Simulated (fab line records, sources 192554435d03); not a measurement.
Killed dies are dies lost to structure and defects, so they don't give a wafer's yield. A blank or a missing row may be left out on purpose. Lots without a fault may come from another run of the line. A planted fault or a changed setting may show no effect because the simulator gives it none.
Chamber matching | flow n5_finfet | N5_BEOL_M2_ALD_84 on ald_metal-02: 4 sister chambers
The step deposits TaN, pulse time 2 s, purge time 3 s, co reactant purge time 2 s. 4 wafers are shown with their chamber, then 8 later ones without.

WAFERS WITH THEIR CHAMBER
wafer  | chamber | heater_power_w (W)
L888.2 | 0       | 394
L891.4 | 1       | 399
L891.6 | 3       | 384
L892.1 | 2       | 384

WAFERS WITHOUT THEIR CHAMBER
wafer  | heater_power_w (W)
L892.2 | 406
L892.3 | 387
L893.2 | 412
L893.3 | 386
L893.6 | 406
L895.1 | 384
L895.2 | 390
L895.5 | 387

WHICH CHAMBER EACH WENT THROUGH
wafer  | from the rows above               | in truth
L892.2 | can't be placed: 1 or 0           | 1
L892.3 | can't be placed: 2 or 3 or 0 or 1 | 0
L893.2 | can't be placed: 1 or 0           | 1
L893.3 | can't be placed: 2 or 3 or 0 or 1 | 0
L893.6 | can't be placed: 1 or 0           | 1
L895.1 | can't be placed: 2 or 3 or 0      | 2
L895.2 | can't be placed: 0 or 2 or 3 or 1 | 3
L895.5 | can't be placed: 2 or 3 or 0 or 1 | 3
Placed correctly: 0 of 8. Can't be placed from these rows: 8 (the true chamber is among the candidates in 8). Placed wrongly: 0.
How it was worked out, from the rows above alone: a wafer's distance from a chamber is the root of the sum, over the readings, of the square of ((its reading less the chamber's mean) divided by the reading's scatter). The wafer belongs to the nearest chamber; if the next one is less than 2 further off, it can't be placed. A chamber's mean is the mean of its shown wafers. The scatter: with one shown wafer a chamber, the root of the mean of the squares of how far each hidden wafer lies from its nearest shown one.
